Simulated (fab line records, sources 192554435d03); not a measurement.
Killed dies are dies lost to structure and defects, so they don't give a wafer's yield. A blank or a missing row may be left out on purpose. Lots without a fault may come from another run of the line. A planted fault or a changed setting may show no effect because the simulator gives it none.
Chamber matching | flow n5_finfet | N5_SPACER0_ALD_00 on ald_sin-02: 4 sister chambers
The step deposits SiOCN, target thk 3.5 nm, pulse time 3 s, purge time 2 s. 14 wafers are shown with their chamber, then 7 later ones without.

WAFERS WITH THEIR CHAMBER
wafer  | chamber | heater_power_w (W) | precursor_pulse_height_rel | chamber_pressure_Torr (Torr)
L078.1 | 3       | 768                | 0.980                      | 2.004
L078.3 | 0       | 792                | 0.996                      | 2.001
L078.4 | 2       | 652                | 0.984                      | 2.006
L079.1 | 3       | 772                | 0.988                      | 1.994
L079.2 | 0       | 766                | 0.986                      | 2.005
L079.6 | 2       | 631                | 0.987                      | 2.007
L084.3 | 1       | 943                | 1.037                      | 2.005
L084.5 | 2       | 648                | 1.018                      | 1.997
L084.6 | 3       | 768                | 1.006                      | 2.001
L086.2 | 0       | 764                | 1.028                      | 2.001
L086.3 | 3       | 760                | 1.005                      | 2.009
L086.6 | 0       | 775                | 1.028                      | 2.006
L095.1 | 2       | 657                | 1.032                      | 1.999
L095.4 | 1       | 936                | 1.024                      | 2.001

SIGNATURES (means of the wafers above)
reading                    | chamber 0 | chamber 1 | chamber 2 | chamber 3 | scatter within a chamber
heater_power_w             | 774.25    | 939.50    | 647.00    | 767.00    | 9.86
precursor_pulse_height_rel | 1.00950   | 1.03050   | 1.00525   | 0.99475   | 0.0191
chamber_pressure_Torr      | 2.00325   | 2.00300   | 2.00225   | 2.00200   | 0.00471
Rule: a wafer's distance from a chamber is the root of the sum, over the readings, of the square of ((its reading less the chamber's mean) divided by the reading's scatter). The wafer belongs to the nearest chamber; if the next one is less than 2 further off, it can't be placed. The scatter: the root of (the sum of the squares of (reading less its chamber's mean) over the shown wafers, divided by (wafers less chambers)).

WAFERS WITHOUT THEIR CHAMBER
wafer  | heater_power_w (W) | precursor_pulse_height_rel | chamber_pressure_Torr (Torr)
L095.6 | 786                | 0.997                      | 1.999
L094.1 | 778                | 0.986                      | 2.003
L094.2 | 773                | 0.992                      | 1.992
L094.6 | 965                | 1.006                      | 2.006
L097.1 | 768                | 0.981                      | 2.004
L097.2 | 954                | 0.989                      | 1.996
L097.6 | 778                | 0.998                      | 2.004

WHICH CHAMBER EACH WENT THROUGH
wafer  | from the rows above     | in truth
L095.6 | can't be placed: 0 or 3 | 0
L094.1 | can't be placed: 3 or 0 | 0
L094.2 | can't be placed: 3 or 0 | 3
L094.6 | 1                       | 1
L097.1 | can't be placed: 3 or 0 | 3
L097.2 | 1                       | 1
L097.6 | can't be placed: 0 or 3 | 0
Placed correctly: 2 of 7. Can't be placed from these rows: 5 (the true chamber is among the candidates in 5). Placed wrongly: 0.
